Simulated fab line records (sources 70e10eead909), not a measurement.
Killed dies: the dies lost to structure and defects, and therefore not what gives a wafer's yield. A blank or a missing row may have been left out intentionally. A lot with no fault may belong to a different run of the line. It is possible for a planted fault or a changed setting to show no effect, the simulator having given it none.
Chamber matching    flow nand_harc    4 sister chambers for NHARC_A_CHANNEL_FILL_D1_CMP_10 on cmp-03
The step polishes, target thk 150 nm. 4 wafers are shown with their chamber, then 10 later ones without.

## WAFERS WITH THEIR CHAMBER
wafer   chamber  motor_current_A (A)
L084.2  1        13.1
L086.2  0        12.7
L088.1  3        12.3
L088.4  2        10.8

## WAFERS WHOSE CHAMBER IS MISSING
wafer   motor_current_A (A)
L088.5  13.2
L089.2  13.4
L089.4  13.3
L089.5  12.3
L091.1  11.9
L091.3  12.7
L091.6  11.1
L093.2  11.5
L093.3  13.2
L093.6  13.1

## EACH ONE'S CHAMBER
wafer   from the rows above           in truth
L088.5  can't be placed: 1 or 0       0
L089.2  can't be placed: 1 or 0       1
L089.4  can't be placed: 1 or 0       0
L089.5  can't be placed: 3 or 0       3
L091.1  can't be placed: 3 or 0       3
L091.3  can't be placed: 0 or 3 or 1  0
L091.6  2                             2
L093.2  can't be placed: 2 or 3 or 0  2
L093.3  can't be placed: 1 or 0       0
L093.6  can't be placed: 1 or 0       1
Placed correctly: 1 of 10. Not placeable from these rows: 9 (in 9, the candidates include the true chamber). Placed wrongly: 0.
How it was worked out, from the rows above alone: a wafer's distance from a chamber is the root of the sum, over the readings, of the square of ((its reading less the chamber's mean) divided by the reading's scatter). The wafer belongs to the nearest chamber; if the next one is less than 2 further off, it can't be placed. For every chamber, the mean is computed from those of its wafers that are shown. The scatter (one wafer shown for each chamber): square how far every hidden wafer sits from the nearest shown wafer, average those squares and take the square root.
